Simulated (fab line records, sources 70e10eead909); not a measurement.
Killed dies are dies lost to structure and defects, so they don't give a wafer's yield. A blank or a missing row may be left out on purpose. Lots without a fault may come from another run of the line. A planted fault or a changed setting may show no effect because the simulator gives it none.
fab line records | flow nand_harc
record lots=11 wafers=33 last_day=24
route steps=1159 shown A_BLC@982 A_M0@1002 END@1159
lots that met no fault: from a run of the same line without faults
start_h: hours from the record's first day to the start of the lot's first wafer shown | wait_h: hours since the lot's step before | " the same as in the row above | L1.1+2: a row that stands for several wafers | - no value, or no start given | * or withheld: withheld | < > ~ a bound
route shown NAME@n: a module of which the file shows steps, and the number in the route of the first | usual: mean/standard deviation of fault-free wafers | same: alike in all rows | chamber/n: place in a boat | sites: the reading at each site | _std_site: their standard deviation | _edge_site: outer sites' mean less inner sites' | radius_mm: how far each site lies from the wafer's centre | mask NAME#n: copy n | behind: the tool/chamber that last shaped the wafer | hold: why the lot was held/for how many hours/how that ended | device: the transistor (n, p or np) that didn't switch | end of line: the same wafers' tests at the end of the route | a step without rows: its recipe alone | killed: dies lost to structure and defects at the first sort, not the wafer's yield | map: a wafer's dies, x killed, . not, _ none there
set.NAME: the setting as run; set.NAME@STEP: as run at that earlier step | model.NAME: the simulator's own value behind a step, which no gauge read
steps of the route over a sample of lots; a table a step, a row a wafer
services: from which hour (start_h, from the record's first day; less than 0 if before it) a tool's chamber was out of use, for how many hours, and why
## steps
# step NHARC_A_BLC_STRIP_29
# recipe cf4_flow_sccm=150 ar_flow_sccm=0 bias_w=0 chemistry=CF4
# usual drypump_motor_current_A=5.7/0.46 oes_product_au=1.005/0.011 rf_vpp_V=59.2/0.85 showerhead_plenum_p_Torr=1.74/0.078 throttle_valve_pct=13.283/0.0089
# columns lot.wafer tool chamber start_h wait_h drypump_motor_current_A oes_product_au rf_hours_counter_h rf_vpp_V showerhead_plenum_p_Torr throttle_valve_pct
L305.1 rie_diel-02 3 405.41 0.1 5.8 0.984 8 58.6 1.86 13.292
L305.2 " 2 " " 6.2 1.008 8 59.1 1.69 13.276
L305.6 " 0 " " 5.6 1.005 - 59.7 1.71 13.293
L308.4 rie_diel-02 0 406.14 0.1 5.5 1.001 8 59.1 1.71 13.282
L308.1 " 2 " " 6.2 1.005 8 60.5 1.69 13.281
L308.3 " 3 " " 5.8 0.996 8 59.4 1.86 13.279
L303.2 rie_diel-02 1 413.46 0.1 6.0 1.019 6 59.3 1.70 13.288
L303.1 " 0 " " 5.5 1.012 9 59.4 1.71 13.277
L303.5 " 1 " " 6.0 0.996 - 58.9 1.70 13.278
L306.3 rie_diel-02 1 414.66 0.1 6.0 1.015 6 57.7 1.70 13.283
L306.2 " 2 " " 6.2 1.006 9 59.7 1.69 13.285
L306.4 " 3 " " 5.8 1.014 10 58.7 1.86 13.273
L309.3 rie_diel-02 2 424.51 0.1 6.2 1.012 10 58.1 1.69 13.297
L309.4 " 3 " " 5.8 1.018 10 61.6 1.86 13.291
L309.6 " 1 " " 6.0 1.018 - 58.8 1.71 13.283
L314.2 rie_diel-02 1 459.39 0.1 6.0 1.025 11 60.1 1.70 13.284
L314.3 " 2 " " 6.2 1.010 14 56.9 1.69 13.281
L314.1 " 3 " " 5.8 1.006 14 57.9 1.86 13.291
L316.4 rie_diel-02 2 476.71 0.1 6.2 1.016 16 57.7 1.69 13.274
L316.2 " 0 " " 5.5 1.015 16 59.4 1.71 13.274
L316.5 " 2 " " 6.2 1.013 - 59.3 1.69 13.288
L323.2 rie_diel-13 3 507.69 0.1 6.4 0.987 13 59.5 1.89 13.285
L323.1 " 0 " " 5.0 1.007 14 58.4 1.66 13.294
L323.6 " 2 " " 6.1 1.003 - 59.0 1.80 13.290
L322.4 rie_diel-04 3 508.59 0.1 6.0 1.020 4 58.3 1.68 13.287
L322.3 " 0 " " 4.8 1.013 3 58.2 1.65 13.282
L322.6 " 3 " " 6.0 1.014 - 58.8 1.68 13.293
L324.1 rie_diel-02 2 523.37 0.1 6.2 0.993 1 59.0 1.69 13.289
L324.4 " 0 " " 5.6 0.990 1 59.0 1.71 13.283
L324.6 " 3 " " 5.8 0.993 - 59.9 1.86 13.293
L325.3 rie_diel-04 0 526.96 0.1 4.8 1.016 5 59.5 1.65 13.278
L325.2 " 1 " " 5.2 1.008 4 60.0 1.79 13.282
L325.6 " 0 " " 4.9 1.013 - 60.0 1.65 13.284
# step NHARC_A_BLC_PVD_32
# recipe target_thk_a=50 chamber_pressure_pa=5 power_w=5000 substrate_temp_c=200 time_s=17.7 material=Ti
# usual throttle_valve_pct=29.9/1.1
# columns lot.wafer tool chamber start_h wait_h throttle_valve_pct
L305.2 pvd_sputter-02 - - - 30.7
L305.1 " - " " 29.6
L305.6 " - " " 30.7
L308.3 pvd_sputter-02 - - - 31.4
L308.1 " - " " 29.5
L308.4 " - " " 30.6
L303.2 pvd_sputter-01 - - - 26.9
L303.1 " - " " 31.8
L303.5 " - " " 29.9
L306.2 pvd_sputter-03 - - - 29.0
L306.3 " - " " 31.6
L306.4 " - " " 29.5
L309.4 pvd_sputter-01 - - - 29.9
L309.3 " - " " 27.0
L309.6 " - " " 29.8
L314.3 pvd_sputter-02 - - - 29.9
L314.1 " - " " 30.4
L314.2 " - " " 29.4
L316.4 pvd_sputter-03 - - - 29.5
L316.2 " - " " 31.0
L316.5 " - " " 29.7
L323.2 pvd_sputter-02 - - - 30.4
L323.1 " - " " 31.4
L323.6 " - " " 30.4
L322.3 pvd_sputter-02 - - - 31.0
L322.4 " - " " 29.5
L322.6 " - " " 31.1
L324.4 pvd_sputter-02 - - - 30.1
L324.1 " - " " 29.6
L324.6 " - " " 29.6
L325.3 pvd_sputter-03 - - - 30.7
L325.2 " - " " 29.4
L325.6 " - " " 28.9
# step NHARC_A_M0_PEB_07
# recipe peb_temp_c=100 peb_time_s=65
# usual chill_plate_temp_C=22.99/0.1 resist_line_temp_C=23.01/0.12
# columns lot.wafer tool chamber start_h wait_h chill_plate_temp_C resist_line_temp_C
L305.1 litho_track-06 0 411.54 0.1 23.07 22.79
L305.2 " 0 " " 23.01 22.84
L305.6 " 0 " " 23.11 22.78
L308.1 litho_track-06 0 412.73 0.1 23.05 23.10
L308.3 " 0 " " 23.01 23.11
L308.4 " 0 " " 23.13 23.16
L303.1 litho_track-06 0 422.72 0.1 22.81 23.05
L303.2 " 0 " " 22.66 23.06
L303.5 " 0 " " 22.90 23.22
L306.2 litho_track-01 0 422.88 0.1 22.93 22.98
L306.3 " 0 " " 23.03 22.91
L306.4 " 0 " " 22.86 23.14
L309.3 litho_track-06 0 430.65 0.0 23.17 23.11
L309.4 " 0 " " 23.06 23.19
L309.6 " 0 " " 23.25 23.01
L314.1 litho_track-06 0 463.70 0.1 22.83 22.90
L314.2 " 0 " " 23.10 23.05
L314.3 " 0 " " 22.84 23.08
L316.2 litho_track-06 0 479.62 0.1 23.11 23.05
L316.4 " 0 " " 22.88 23.08
L316.5 " 0 " " 22.96 22.93
L323.1 litho_track-01 0 510.77 0.1 23.01 22.83
L323.2 " 0 " " 23.05 22.97
L323.6 " 0 " " 22.89 22.88
L322.3 litho_track-01 0 511.21 0.0 23.08 22.94
L322.4 " 0 " " 23.00 23.17
L322.6 " 0 " " 23.03 23.01
L324.1 litho_track-04 0 526.90 0.1 23.10 23.16
L324.4 " 0 " " 23.14 23.11
L324.6 " 0 " " 23.01 23.17
L325.2 litho_track-04 0 529.82 0.1 22.97 22.89
L325.3 " 0 " " 23.12 22.88
L325.6 " 0 " " 23.11 22.96
# step NHARC_A_M0_CD_MEAS_09
# recipe target_cd_nm=80 landing_energy_ev=500
# usual cd_nm=79.6/0.77
# same landing_energy_ev=500
# columns lot.wafer tool chamber start_h wait_h cd_nm
L305.1 cd_sem-03 0 411.61 - 79.1
L305.2 " 0 " " 79.2
L305.6 " 0 " " 78.4
L308.1 cd_sem-02 0 412.81 - 80.2
L308.3 " 0 " " 79.1
L308.4 " 0 " " 79.4
L303.1 cd_sem-03 0 422.80 - 78.8
L303.2 " 0 " " 78.9
L303.5 " 0 " " 80.2
L306.2 cd_sem-03 0 422.96 - 78.9
L306.3 " 0 " " 79.4
L306.4 " 0 " " 79.9
L309.3 cd_sem-03 0 430.73 - 79.3
L309.4 " 0 " " 79.6
L309.6 " 0 " " 77.8
L314.1 cd_sem-01 0 463.78 - 85.8
L314.2 " 0 " " 85.5
L314.3 " 0 " " 84.3
L316.2 cd_sem-02 0 479.70 - 85.2
L316.4 " 0 " " 84.4
L316.5 " 0 " " 85.1
L323.1 cd_sem-01 0 510.85 - 79.1
L323.2 " 0 " " 79.7
L323.6 " 0 " " 80.2
L322.3 cd_sem-02 0 511.29 - 78.1
L322.4 " 0 " " 79.4
L322.6 " 0 " " 78.6
L324.1 cd_sem-03 0 526.98 - 80.3
L324.4 " 0 " " 81.7
L324.6 " 0 " " 80.3
L325.2 cd_sem-02 0 529.90 - 80.9
L325.3 " 0 " " 80.1
L325.6 " 0 " " 80.0
# step NHARC_A_M0_OVL_MEAS_10
# recipe pitch_nm=160
# usual overlay_x_nm=-0.2/0.83 overlay_y_nm=0.1/0.9
# columns lot.wafer tool chamber start_h wait_h overlay_x_nm overlay_y_nm
L305.1 overlay-02 - 411.70 - 0.2 0.9
L305.2 " - " " 0.3 1.6
L305.6 " - " " 0.2 0.9
L308.1 overlay-01 - 412.90 - 1.2 0.8
L308.3 " - " " 0.5 0.3
L308.4 " - " " 0.7 0.8
L303.1 overlay-01 - 422.89 - -0.3 0.3
L303.2 " - " " -0.1 0.4
L303.5 " - " " 0.2 0.6
L306.2 overlay-01 - 423.05 - -0.8 0.5
L306.3 " - " " -0.2 1.5
L306.4 " - " " -0.6 0.9
L309.3 overlay-01 - 430.82 - -0.1 -1.7
L309.4 " - " " 0.0 -1.7
L309.6 " - " " -0.5 -1.6
L314.1 overlay-01 - 463.86 - 0.7 0.6
L314.2 " - " " 0.2 1.4
L314.3 " - " " 0.8 1.0
L316.2 overlay-02 - 479.79 - -0.8 1.2
L316.4 " - " " -0.3 1.0
L316.5 " - " " -0.2 1.2
L323.1 overlay-02 - 510.94 - 1.2 0.3
L323.2 " - " " 1.8 -0.1
L323.6 " - " " 0.9 0.4
L322.3 overlay-02 - 511.38 - -0.2 -0.1
L322.4 " - " " -0.9 0.1
L322.6 " - " " -0.5 -0.2
L324.1 overlay-02 - 527.06 - -0.4 -0.9
L324.4 " - " " -0.7 -1.1
L324.6 " - " " -0.8 -1.1
L325.2 overlay-02 - 530.00 - 0.3 0.6
L325.3 " - " " 0.8 0.8
L325.6 " - " " 0.3 0.9
# step NHARC_A_M0_CD_MEAS_16
# usual cd_nm=79.6/0.94
# columns lot.wafer tool chamber start_h wait_h cd_nm
L305.1 cd_sem-02 - 412.10 - 79.2
L305.2 " - " " 78.5
L305.6 " - " " 78.8
L308.1 cd_sem-03 - 413.30 - 80.8
L308.3 " - " " 77.8
L308.4 " - " " 78.4
L303.1 cd_sem-01 - 423.33 - 78.3
L303.2 " - " " 79.2
L303.5 " - " " 79.6
L306.2 cd_sem-03 - 423.45 - 78.5
L306.3 " - " " 78.9
L306.4 " - " " 79.6
L309.3 cd_sem-02 - 431.22 - 78.5
L309.4 " - " " 78.0
L309.6 " - " " 77.4
L314.1 cd_sem-03 - 464.77 - 84.7
L314.2 " - " " 86.6
L314.3 " - " " 85.2
L316.2 cd_sem-03 - 480.22 - 85.9
L316.4 " - " " 84.4
L316.5 " - " " 86.9
L323.1 cd_sem-03 - 511.33 - 79.3
L323.2 " - " " 79.9
L323.6 " - " " 80.5
L322.3 cd_sem-01 - 511.78 - 79.8
L322.4 " - " " 79.4
L322.6 " - " " 79.2
L324.1 cd_sem-01 - 527.46 - 79.9
L324.4 " - " " 82.0
L324.6 " - " " 79.8
L325.2 cd_sem-01 - 530.41 - 81.2
L325.3 " - " " 79.9
L325.6 " - " " 79.2
# step NHARC_END_SORT_01
# recipe temp_c=25
# usual defect_limited_yield=95.4/1.4 killed_at_array=27/9.3 killed_at_other=0.9/1.3 killed_at_periphery=3.6/2.7 killed_dies=31/9.7 killed_open=3.3/1.8 killed_short=2.0/1.5 sort_bin_2_pct=1.4/0.63 sort_bin_3_pct=0.25/0.21 sort_bin_4_pct=2.9/0.93 sort_n_pass=646/9.7 sort_rim_yield_pct=95/3.1 sort_yield_pct=95.4/1.4
# same gross_dies=677 sort_bin_5_pct[%]=0 sort_bin_6_pct[%]=0 sort_bin_7_pct[%]=0 sort_bin_8_pct[%]=0 sort_rim_n_gross=106.00
# columns lot.wafer tool chamber start_h wait_h defect_limited_yield[%] killed_at_array killed_at_other killed_at_periphery killed_dies killed_open killed_short sort_bin_2_pct[%] sort_bin_3_pct[%] sort_bin_4_pct[%] sort_n_pass sort_rim_yield_pct[%] sort_yield_pct[%]
L314.2 prober-01 0 505.68 2.8 92.8 47 2 0 49 1 1 2.4 0.44 4.4 628 88 92.8
L316.5 prober-01 0 528.26 3.7 94.2 33 0 6 39 8 4 2.4 0.74 2.7 638 91 94.2
# killed by level:class
L314.2 A_CHANNEL_HOLE_D1:chamber_film_flake=24 A_SLIT:chamber_film_flake=13 A_CHANNEL_FILL_D1:chamber_film_flake=2 A_STAIRCASE:chamber_film_flake=2 A_M0:area_peb=2 A_WL_FILL:geometric_particle:short=1 STARTING-WAFER:geometric_particle:open=1 A_ZERO_WELL:chamber_film_flake=1
L316.5 A_SLIT:chamber_film_flake=13 A_BLC:chamber_film_flake=3 A_CONTACT:chamber_film_flake=3 A_CHANNEL_HOLE_D1:chamber_film_flake=3 A_STAIRCASE:chamber_film_flake=3 P_M0:geometric_particle:short=2 A_M0:area_peb=2 P_STI:geometric_particle:open=1
## services
# columns tool chamber start_h hours kind
rie_diel-13 2 385.36 7.5 repair
rie_diel-02 0 385.89 - clean
rie_diel-02 1 385.89 - clean
rie_diel-02 2 385.89 - clean
rie_diel-02 3 385.89 - clean
pvd_sputter-02 - 395.93 0.7 repair
rie_diel-13 - 403.61 1.7 repair
rie_diel-04 1 407.88 12.2 repair
pvd_sputter-02 - 409.39 10.0 pm
rie_diel-02 0 410.39 - clean
pvd_sputter-03 - 415.55 3.1 repair
rie_diel-04 0 420.39 6.2 repair
rie_diel-13 2 440.58 13.4 repair
rie_diel-13 - 440.80 0.2 repair
litho_track-01 - 443.00 7.0 pm
rie_diel-13 - 453.63 9.0 pm
rie_diel-02 - 455.70 0.8 repair
pvd_sputter-03 - 458.05 10.0 pm
rie_diel-04 - 465.90 9.0 pm
litho_track-06 - 467.00 7.0 pm
litho_track-04 - 491.00 7.0 pm
rie_diel-02 - 504.89 9.0 pm
pvd_sputter-01 - 509.17 2.1 repair
pvd_sputter-01 - 514.03 10.0 pm
## key
first_sign step=NHARC_A_M0_CD_MEAS_09 reading=cd_nm direction=up sigmas=7.1 usual=79.6 struck=85.0 through=control_loop
effect step=NHARC_A_M0_CD_MEAS_16 reading=cd_nm direction=up sigmas=6.3 usual=79.6 struck=85.6 through=control_loop
met_at NHARC_A_M0_PEB_07
struck_lots L314,L316
loop_trim step=NHARC_A_M0_EXPOSE_06 setting=dose lots=L316
not_acting_at NHARC_A_BLC_STRIP_29,NHARC_A_BLC_PVD_32,NHARC_A_M0_OVL_MEAS_10
onset_between 430.65 463.70
fault kind=process_parameter_drift tool=litho_track-06 chamber=- onset_h=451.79 steps=NHARC_A_M0_PEB_07 channel=peb_time_s offset=* shape=step end_h=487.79 acts_in=* stated=*
# loop_trim: a control loop set the setting to another value than it would have without faults
